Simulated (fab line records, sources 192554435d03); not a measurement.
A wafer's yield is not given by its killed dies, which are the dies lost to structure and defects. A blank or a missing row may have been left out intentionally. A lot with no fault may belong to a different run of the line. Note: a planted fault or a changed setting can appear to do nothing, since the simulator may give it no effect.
Split-lot trial ; flow n5 finfet ; route with 1938 steps; 7 lots, 15 wafers read

THE SPLIT
At N5_BEOL_M5_SPUTTER_83 (material Cu, target thk 15 nm, time 27.62 s), the setting time s was moved away from the recipe's 27.62 s on 4 of the 15 wafers read, by +4.0% to +6.8%. For the rest of the wafers, this setting stayed at what the recipe calls for.

The reading is taken at the split's own step.

THE READING
Cu_of_BEOL_M5_SPUTTER_83.thk nm (the simulator's own value, which no gauge read), in nm, at N5_BEOL_M5_SPUTTER_83 (material Cu, target thk 15 nm, time 27.62 s). The file gives no usual value for it. The 11 wafers here that ran the recipe average 15.0 nm, standard deviation 0.3 nm.

wafer;tool, chamber at the split;time s as run, s;against the recipe;Cu_of_BEOL_M5_SPUTTER_83.thk nm, nm;against lot-mates on the recipe
L075.1;pvd sputter-03, -;28.72;+4.0%;16.2;no lot-mate on the recipe
L075.6;pvd sputter-03, -;28.72;+4.0%;16;no lot-mate on the recipe
L080.1;pvd sputter-02, -;29.12;+5.4%;16;+0.6
L080.3;pvd sputter-02, -;27.62;recipe;15.6;-
L080.4;pvd sputter-02, -;27.62;recipe;15.2;-
L081.1;pvd sputter-01, -;27.62;recipe;15.4;-
L081.5;pvd sputter-01, -;27.62;recipe;15;-
L081.6;pvd sputter-01, -;27.62;recipe;15;-
L083.3;pvd sputter-02, -;29.5;+6.8%;16.2;+1.4
L083.5;pvd sputter-02, -;27.62;recipe;14.8;-
L085.3;pvd sputter-03, -;27.62;recipe;14.6;-
L088.1;pvd sputter-03, -;27.62;recipe;14.8;-
L088.3;pvd sputter-03, -;27.62;recipe;14.8;-
L088.2;pvd sputter-03, -;27.62;recipe;14.6;-
L097.6;pvd sputter-03, -;27.62;recipe;15;-

FIT RESULTS
A straight line over all 15 wafers: Cu_of_BEOL_M5_SPUTTER_83.thk nm changes by +0.208 nm for each +1% of time s; r = +0.86; the points scatter about the line by 0.31 nm.
The same after taking each lot's own level away (the mean of its wafers on the recipe; 13 wafers): +0.17 nm for each +1%; r = +0.91; scatter 0.18 nm.
On that fit, the largest move of time s shifts the reading by 1.2 nm.
Across the lots, their own levels run from 14.60 to 15.40 nm, a range of 2.7 times the standard deviation given above.
So the slope is not independent of the lot-to-lot level: the two fits are not the same.
Check: +0.752 nm against its lot-mates is what the line predicts for one of the wafers moved furthest among these (+6.8%) when that wafer is left out of the fit. Against them it came out at +1.4 nm.

OTHER SPLITS APPLIED TO THESE WAFERS
Before the reading, these wafers also passed through other splits. Each is held against what the fit with the lots' levels taken away leaves over:
other split on the same wafers;wafers away from the commonest value;r with Cu_of_BEOL_M5_SPUTTER_83.thk nm (lot level and that fit taken away)
N5_BEOL_M1_COAT_76 time s;2;+0.18
N5_BEOL_M2_PECVD_72 time s;2;-0.40
N5_BEOL_M5_COAT_66 spin rpm;6;+0.42
N5_BEOL_M5_COAT_74 temp c;3;-0.12

THE FILE'S OWN FIT
Cu_of_BEOL_M5_SPUTTER_83.thk nm changes by +0.162 nm for each +1% of time s, r = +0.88.
